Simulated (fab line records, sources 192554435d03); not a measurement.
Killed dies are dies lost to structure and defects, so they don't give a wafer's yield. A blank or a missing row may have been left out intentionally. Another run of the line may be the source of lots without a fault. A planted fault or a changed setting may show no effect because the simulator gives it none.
Which tool did it?	flow n5Finfet	Sampling: 11 lots, 33 wafers, 6 of 1938 route steps

WHAT THE GAUGES READ, wafer by wafer
N5_BEOL_M8_INSPECT_13: inspects for defects (brightfield).
lot	measured	on	rawDefectCount
L076	day 10 07:37	defectInspect-01	292 334 449
L077	day 11 03:22	defectInspect-02	465 425 450
L080	day 11 22:34	defectInspect-01	274 503 386
L081	day 12 10:48	defectInspect-02	648 736 448
L086	day 12 23:12	defectInspect-02	413 357 512
L083	day 13 17:19	defectInspect-01	435 273 511
L087	day 13 20:23	defectInspect-01	423 342 475
L091	day 14 23:39	defectInspect-01	302 296 293
L093	day 14 23:59	defectInspect-02	529 472 437
L095	day 15 07:56	defectInspect-01	288 350 340
L097	day 16 13:50	defectInspect-02	406 354 435

TOOL THAT RAN EACH LOT (tool first, then ch and the chambers of the sampled wafers, then the start)
lot	N5_BEOL_M6_ETCH_72	N5_BEOL_M7_CURE_74	N5_BEOL_M7_ETCH_66	N5_BEOL_M7_VIA_ETCH_34	N5_BEOL_M7_PRE_CLEAN_45
L076	rieDiel-05 ch 2,3, day 9 16:41	uvCure-02 ch 2, day 9 20:16	rieDiel-01 ch 1,2,3, day 10 01:38	rieDiel-01 ch 1,2,3, day 10 01:44	pvdSputter-02, day 10 03:09
L077	rieDiel-04 ch 1,2,3, day 10 12:16	uvCure-02 ch 0, day 10 15:40	rieDiel-01 ch 2,3, day 10 22:34	rieDiel-01 ch 2,3, day 10 22:40	pvdSputter-01, day 10 23:48
L080	rieDiel-02 ch 0,1,2, day 11 10:28	uvCure-02 ch 2, day 11 13:11	rieDiel-01 ch 0,1, day 11 16:16	rieDiel-01 ch 0,1, day 11 16:22	pvdSputter-03, day 11 18:04
L081	rieDiel-04 ch 0,1,2, day 11 21:49	uvCure-03 ch 0, day 12 01:38	rieDiel-03 ch 0,3, day 12 04:09	rieDiel-03 ch 0,3, day 12 04:15	pvdSputter-02, day 12 06:20
L086	rieDiel-05 ch 1,3, day 12 04:01	uvCure-02 ch 2, day 12 08:04	rieDiel-06 ch 1,3, day 12 12:28	rieDiel-06 ch 1,3, day 12 12:34	pvdSputter-02, day 12 16:25
L083	rieDiel-02 ch 2,3, day 13 04:45	uvCure-02 ch 1, day 13 08:08	rieDiel-03 ch 0,1,2, day 13 12:04	rieDiel-03 ch 0,1,2, day 13 12:10	pvdSputter-03, day 13 13:13
L087	rieDiel-02 ch 0,1, day 13 06:47	uvCure-03 ch 1, day 13 10:11	rieDiel-06 ch 2,3, day 13 14:16	rieDiel-06 ch 2,3, day 13 14:22	pvdSputter-02, day 13 16:22
L091	rieDiel-02 ch 0,2, day 14 08:05	uvCure-03 ch 1, day 14 13:04	rieDiel-03 ch 0,3, day 14 16:37	rieDiel-03 ch 0,3, day 14 16:43	pvdSputter-02, day 14 17:31
L093	rieDiel-05 ch 1,2,3, day 14 08:59	uvCure-01 ch 2, day 14 13:37	rieDiel-06 ch 0,2, day 14 17:05	rieDiel-06 ch 0,2, day 14 17:11	pvdSputter-02, day 14 18:09
L095	rieDiel-04 ch 0,2, day 14 19:41	uvCure-02 ch 1, day 14 23:42	rieDiel-03 ch 0,1,2, day 15 02:13	rieDiel-03 ch 0,1,2, day 15 02:19	pvdSputter-03, day 15 03:31
L097	rieDiel-05 ch 1,2, day 15 22:03	uvCure-03 ch 1, day 16 02:18	rieDiel-03 ch 2,3, day 16 05:34	rieDiel-03 ch 2,3, day 16 05:40	pvdSputter-02, day 16 07:56
- N5_BEOL_M6_ETCH_72: etches underlayer in N2/H2, target depth 6.5 nm, time 5.2 s.
- N5_BEOL_M7_CURE_74: cures SiCOH lowk, time 240 s.
- N5_BEOL_M7_ETCH_66: etches SOC in N2/H2, target depth 80 nm, overetch 16 nm, time 120 s.
- N5_BEOL_M7_VIA_ETCH_34: etches SiCOH lowk in C4F6/O2, target depth 125.5 nm, time 50.5 s.
- N5_BEOL_M7_PRE_CLEAN_45: time 30 s.

THE ANSWER, worked out from the rows above alone
Rule: what is usual is taken from the lots themselves. Put in order of their means at a reading, lots are off if they are a third of the lots or fewer, leave a main group of 4 or more, and stand apart from it by a gap of 3 or more times the standard deviation of the main group's means; of several such gaps the widest counts. If all means in a main group match to the digits the tables above print for the reading, that group is not used. Also off: a lot with no number at a reading for which 4 or more lots have one. All remaining lots with rows at the step are treated as sound.
Across all readings shown, no lot is off: no conclusion can be drawn from this.

WHAT THE SIMULATOR PUT IN
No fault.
